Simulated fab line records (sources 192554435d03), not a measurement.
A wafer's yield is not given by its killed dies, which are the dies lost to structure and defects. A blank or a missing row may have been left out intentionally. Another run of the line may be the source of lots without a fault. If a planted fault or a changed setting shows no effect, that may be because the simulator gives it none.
Code-filled problem report in 8D (eight disciplines) form | flow n5Finfet | the parts of the form that need people (team, actions taken, sign-off) are left out

== 1. WHAT IS WRONG ==
killedAtFrontEnd at N5_PASSIVATION_PROBE_49 reads a mean of 168 on 2 wafers of 2 lots; wafers without a fault read 39 with a standard deviation of 10. Relative to the usual mean, that is a shift of +13 standard deviations.
Seen first at day 14 12:22 on prober-01, wafer L235.2. The record holds 2 wafers of 2 lots with a number at this step. By rule, "out" or "out of limits" means more than 4 standard deviations away from the usual mean. All remaining wafers that have a number are taken as sound.

== 2. WHAT IT IS, AND WHAT IT ISN'T ==
question                    | is                                                                                             | is not
which readings at this step | killedAtFrontEnd, defectLimitedYield, killedDies, sort_bin_5_function, sortNPass, sortYieldPct | killed_at_M0_to_M3, killed_at_M4_up, killedAtContacts, killedAtOther, killedOpen, killedShort
which lots                  | L235, L240                                                                                     | -
which wafers of those lots  | all that have a number                                                                         | -
read on which tools         | prober-01, prober-02                                                                           | -
when                        | from day 14 12:22                                                                              | up to then (0 sound wafers)

== 3. WHAT RULES OUT EACH SUSPECT ==
Counting: a tool at a process step up to the reading stays a suspect if it ran every lot that is out and no sound lot after the first of them.
- wetBench-02 at N5_HKMG_FIN_WET_ETCH_87 (etches TiN in SC1, time 154.2 s, target depth 4.7 nm, rinse time 30 s): kept. It ran every lot that is out, first L235 (day 5 22:26), and no sound lot after that.
After counting, what remains is wetBench-02 at N5_HKMG_FIN_WET_ETCH_87.

== 4. THE CAUSE (what the simulator had put in) ==
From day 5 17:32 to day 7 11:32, wetBench-02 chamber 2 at N5_HKMG_FIN_WET_ETCH_87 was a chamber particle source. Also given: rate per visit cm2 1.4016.
The count eliminated every tool but this one.

== 5. THE EFFECT CHAIN, in route order ==
Each row: a reading whose mean over the struck wafers that have a number lies more than 3 standard deviations from the usual. Readings are gone through only where the record gives a usual standard deviation; hours: the median, over the lots, of the time from a lot's start at the first step in this table giving one to that lot's start at this step; sigmas: the change measured in usual standard deviations.
hours | step                    | reading             | usual  | on struck wafers | change | sigmas
0     | N5_PASSIVATION_PROBE_49 | defectLimitedYield  | 91.5 % | 81.2             | -10.3  | -7.4
0     | N5_PASSIVATION_PROBE_49 | killedAtFrontEnd    | 39     | 168              | +130   | +13
0     | N5_PASSIVATION_PROBE_49 | killedDies          | 100    | 222              | +122   | +7.2
0     | N5_PASSIVATION_PROBE_49 | sort_bin_5_function | 5.0 %  | 11.2             | +6.2   | +6.7
0     | N5_PASSIVATION_PROBE_49 | sortNPass           | 1080   | 958              | -122   | -7.2
0     | N5_PASSIVATION_PROBE_49 | sortYieldPct        | 91.5 % | 81.2             | -10.3  | -7.4
It contains these process steps:
- N5_PASSIVATION_PROBE_49

== 6. HOW IT WOULD HAVE BEEN CAUGHT EARLIER ==
The fault began at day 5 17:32; the first out-of-limits reading in this record came at day 14 12:22, 211 hours later.
Of the tool readings at N5_HKMG_FIN_WET_ETCH_87 for which the record gives a usual standard deviation, none was out on any struck wafer, so an alarm limit of 4 standard deviations on them would not have fired.
All the lots that are out (2) had begun N5_HKMG_FIN_WET_ETCH_87 on wetBench-02 by day 14 12:22. Holding the tool at that point would not have protected any of them.
